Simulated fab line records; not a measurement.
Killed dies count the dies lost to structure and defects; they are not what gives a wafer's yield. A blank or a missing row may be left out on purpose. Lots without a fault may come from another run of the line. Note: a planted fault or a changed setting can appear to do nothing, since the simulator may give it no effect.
8D (eight disciplines) problem report, filled in by code / flow n5_finfet / the parts of the form that need people (team, actions taken, sign-off) are left out

1. PROBLEM STATEMENT
At N5_MOL_CONTACT_COAG_VIA_ETCH_46, oes_product_au averages 0.31 a.u. over 9 wafers from 3 lots, while fault-free wafers read 0.74 a.u., standard deviation 0.087. That puts it -4.9 standard deviations away from the usual mean.
The step: etches SiO2 in C4F6/O2, target depth 46 nm, overetch 9.2 nm, time 40 s.
First observed at day 7 16:46: wafer L264.1, on rie_diel-05. The record has a number at this step for 25 wafers belonging to 9 lots. The rule behind "out" and "out of limits": a value lying over 4 standard deviations away from the usual mean. The rest of the wafers with a number are treated as sound.

2. WHAT IT IS AND WHAT IT IS NOT
question=which readings at this step | is=oes_product_au | is not=C4F6_flow_sccm, O2_flow_sccm, drypump_motor_current_A, oes_ar_750_au, rf_vpp_V, showerhead_plenum_p_Torr, throttle_valve_pct
question=which lots | is=L264, L265, L266 | is not=L255, L258, L261, L274, L275, L277
question=which wafers of those lots | is=all that have a number | is not=-
question=read on which tools | is=rie_diel-05 | is not=rie_diel-03
question=when | is=from day 7 16:46 | is not=up to then (9 sound wafers); but 7 sound wafers of L274, L275, L277 came after

3. WHAT RULES OUT EACH SUSPECT
Counting: any tool at a process step up to the reading is kept as a suspect provided that every lot that is out went through it and no sound lot did after the first of them.
- rie_diel-05 at N5_MOL_CONTACT_COAG_ETCH_91 (etches SOC in N2/H2, target depth 60 nm, overetch 21 nm, time 101.2 s): ruled out as a lasting fault. After its first lot that is out, L264 (day 7 16:38), sound lots L274 ran on it.
- rie_diel-05 at N5_MOL_CONTACT_COAG_VIA_ETCH_46 (etches SiO2 in C4F6/O2, target depth 46 nm, overetch 9.2 nm, time 40 s): ruled out as a lasting fault. After its first lot that is out, L264 (day 7 16:46), sound lots L274 ran on it.
Left after counting: nothing in the record.

4. THE CAUSE (what the simulator had put in)
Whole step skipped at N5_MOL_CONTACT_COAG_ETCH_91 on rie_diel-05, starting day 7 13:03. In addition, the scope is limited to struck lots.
Counting ruled it out, wrongly.

5. THE EFFECT CHAIN, in route order
Rows list readings where the struck wafers' mean (over those with a number) sits beyond 3 standard deviations from the usual. Readings are gone through only where the record gives a usual standard deviation; hours: the median, over the lots, of the time from a lot's start at the first step in this table giving one to that lot's start at this step; sigmas: the change measured in usual standard deviations.
hours=0; step=N5_MOL_CONTACT_COAG_VIA_ETCH_46; reading=oes_product_au; usual=0.74 a.u.; on struck wafers=0.31; change=-0.43; sigmas=-4.9
hours=170; step=N5_PASSIVATION_PROBE_49; reading=defect_limited_yield; usual=91.3 %; on struck wafers=0.0; change=-91.3; sigmas=-65
hours=170; step=N5_PASSIVATION_PROBE_49; reading=killed_at_contacts; usual=13; on struck wafers=1088; change=+1075; sigmas=+99 or more
hours=170; step=N5_PASSIVATION_PROBE_49; reading=killed_dies; usual=103; on struck wafers=1180; change=+1077; sigmas=+63
hours=170; step=N5_PASSIVATION_PROBE_49; reading=killed_on_rim; usual=14; on struck wafers=152; change=+138; sigmas=+34
hours=170; step=N5_PASSIVATION_PROBE_49; reading=sort_bin_5_function; usual=5.0 %; on struck wafers=96.1; change=+91.1; sigmas=+99 or more
hours=170; step=N5_PASSIVATION_PROBE_49; reading=sort_n_pass; usual=1076; on struck wafers=0; change=-1076; sigmas=-63
hours=170; step=N5_PASSIVATION_PROBE_49; reading=sort_yield_pct; usual=91.2 %; on struck wafers=0.0; change=-91.2; sigmas=-65
Its process steps:
- N5_MOL_CONTACT_COAG_VIA_ETCH_46: etches SiO2 in C4F6/O2, target depth 46 nm, overetch 9.2 nm, time 40 s.
- N5_PASSIVATION_PROBE_49
Readings that are blank on the struck wafers while sound wafers have them: bias_w at N5_MOL_CONTACT_COAG_ETCH_91; chamber_pressure_mTorr at N5_MOL_CONTACT_COAG_ETCH_91; drypump_motor_current_A at N5_MOL_CONTACT_COAG_ETCH_91; oes_product_au at N5_MOL_CONTACT_COAG_ETCH_91; rf_vpp_V at N5_MOL_CONTACT_COAG_ETCH_91; showerhead_plenum_p_Torr at N5_MOL_CONTACT_COAG_ETCH_91; throttle_valve_pct at N5_MOL_CONTACT_COAG_ETCH_91; cd_nm at N5_MOL_CONTACT_COAG_CD_MEAS_137.

6. WHAT WOULD HAVE CAUGHT IT SOONER
In this record the first reading out of limits was taken at day 7 16:46, 4 hours after the fault began at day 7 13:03.
At N5_MOL_CONTACT_COAG_ETCH_91 the tool's readings are blank on the struck wafers, where sound wafers have them: an empty tool record is the first sign, and it was there at once.
